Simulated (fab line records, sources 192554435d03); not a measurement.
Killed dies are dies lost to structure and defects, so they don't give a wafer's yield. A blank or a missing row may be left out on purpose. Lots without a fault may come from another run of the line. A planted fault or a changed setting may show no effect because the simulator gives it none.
A struck lot beside a sound one | flow n5_finfet | 15 steps out of a route of 1938
Sound: wafers L802.1, L802.2, L802.4. Struck: wafers L806.4, L806.5, L806.6. The cause comes at the end.
At each step with rows: each side's tool, then ch and its chambers, then its first start. Under that, the readings that differ: sound wafers | struck wafers | difference of the means | sigmas: that difference in standard deviations of wafers without a fault.
alike: readings whose means differ by less than 2 such deviations, and words and numbers that are the same on both sides. not compared: withheld readings, readings that some wafer has no value for, bounds like >300 that may hide the same value, and numbers for which the record gives no deviation and whose values overlap.
The two part at a step that has a row with sigmas, a row that says differs or no value, or rows on one side only. Numbers that don't overlap but have no deviation are shown without sigmas and don't part them. A reading that every wafer of one side lacks parts them only if that side has two wafers or more.

N5_BEOL_M15_SPUTTER_45: material Cu, target thk 100 nm, time 16.67 s.
  sound on pvd_sputter-03, day 14 06:09; struck on pvd_sputter-01, day 15 10:44
  alike: chamber_pressure_pa, chuck_sensor_temp_C, throttle_valve_pct
then, 1 step without rows for these wafers: N5_BEOL_M15_ECD_47 (material Cu, target thk 1860 nm).
N5_BEOL_M15_ANNEAL_48: time 90 s.
  sound on rtp_anneal-02 ch 0, day 14 06:38; struck on rtp_anneal-02 ch 0, day 15 11:29
  alike: wafer_temp_C_max
N5_BEOL_M15_CMP_49: polishes, stops on SiO2, t overpolish 4.9 s, target thk 850 nm.
  sound on cmp-03 ch 0,2,3, day 14 06:56; struck on cmp-01 ch 1,2,3, day 15 11:46
  alike: barrier_field_endpoint_s, motor_current_A, overpolish_run_s
N5_BEOL_M15_THK_MEAS_50: measures by xrf.
  sound on film_metro-02, day 14 07:14; struck on film_metro-01, day 15 11:57
  alike: M15_THK
then, 1 step without rows for these wafers: N5_BEOL_M15_PRE_CLEAN_52 (time 15 s).
N5_BEOL_M15_DEP_53: deposits SiCN from 3MS/NH3, target thk 50 nm, time 17.8 s.
  sound on pecvd-03 ch 0,1, day 14 07:17; struck on pecvd-03 ch 0,1,2, day 15 12:02
  alike: showerhead_plenum_p_Torr, throttle_valve_pct
N5_BEOL_M15_RS_MEAS_54: measures by four-point-probe.
  sound on film_metro-01, day 14 07:22; struck on film_metro-01, day 15 12:05
  alike: M15_RS
N5_BEOL_M15_INSPECT_55: inspects for defects (darkfield).
  sound on defect_inspect-01, day 14 07:23; struck on defect_inspect-01, day 15 12:07
  alike: raw_defect_count
N5_BEOL_M15_RC_MEAS_101:
  sound on prober-01 ch 0, day 14 07:25; struck on prober-02 ch 0, day 15 12:35
  reading          | sound                 | struck                  | difference | sigmas
  COMB_M14 (S/m)   | 5e-12 5.5e-12 5.8e-12 | 3.6e-12 3.6e-12 3.4e-12 | -1.9e-12   | -2
  SERP_M5 (ohm/um) | 39.3 40.1 40.9        | 36.2 37.2 36.0          | -3.6       | -2
  alike: COMB_M10, COMB_M11, COMB_M12, COMB_M13, COMB_M15, COMB_M5, COMB_M6, COMB_M6_max_site, COMB_M7, COMB_M8, COMB_M9, SERP_M10, SERP_M11, SERP_M11_max_site, SERP_M12, SERP_M13, SERP_M14, SERP_M6, SERP_M6_max_site, SERP_M7, SERP_M8, SERP_M9, SERP_M9_max_site
N5_PASSIVATION_PECVD_00: deposits SiO2 from SiH4/N2O, target thk 200 nm, time 11.2 s.
  sound on pecvd-04 ch 0,2, day 14 08:22; struck on pecvd-04 ch 0,1,2, day 15 13:07
  alike: heater_power_w, showerhead_plenum_p_Torr, throttle_valve_pct
then, 1 step without rows for these wafers: N5_MIM_BOT_DEGAS_01 (time 60 s).
N5_MIM_BOT_SPUTTER_00: material TiN, target thk 35 nm, time 89.7 s.
  sound on pvd_sputter-03, day 14 10:31; struck on pvd_sputter-03, day 15 13:21
  reading                                     | sound                | struck               | difference | sigmas
  chamber_pressure_pa (Pa)                    | 0.4994 0.4989 0.5006 | 0.4303 0.4299 0.4291 | -0.0699    | -64
  model.TiN_of_MIM_BOT_SPUTTER_00.thk_nm (nm) | 34.8 34.8 34.4       | 36 36 36             | +1         |
  alike: throttle_valve_pct
then, 1 step without rows for these wafers: N5_MIM_TOP_ALD_00 (deposits Al2O3, purge time 3 s, co reactant pulse time 3 s).
N5_PASSIVATION_PROBE_49:
  sound on prober-01, day 14 23:19; struck on prober-01, day 16 00:12
  alike: defect_limited_yield, killed_at_M0_to_M3, killed_at_M4_up, killed_at_contacts, killed_at_front_end, killed_at_other, killed_dies, killed_open, killed_short, sort_bin_4_leakage, sort_bin_5_function, sort_bin_6_memory, sort_bin_8_speed, sort_n_pass, sort_yield_pct

WHERE THEY PART
First at N5_BEOL_M15_RC_MEAS_101; last, within this record, at N5_MIM_BOT_SPUTTER_00. Later steps at which nothing parts them and some readings are alike: N5_PASSIVATION_PROBE_49.

WHY: what the simulator had put in
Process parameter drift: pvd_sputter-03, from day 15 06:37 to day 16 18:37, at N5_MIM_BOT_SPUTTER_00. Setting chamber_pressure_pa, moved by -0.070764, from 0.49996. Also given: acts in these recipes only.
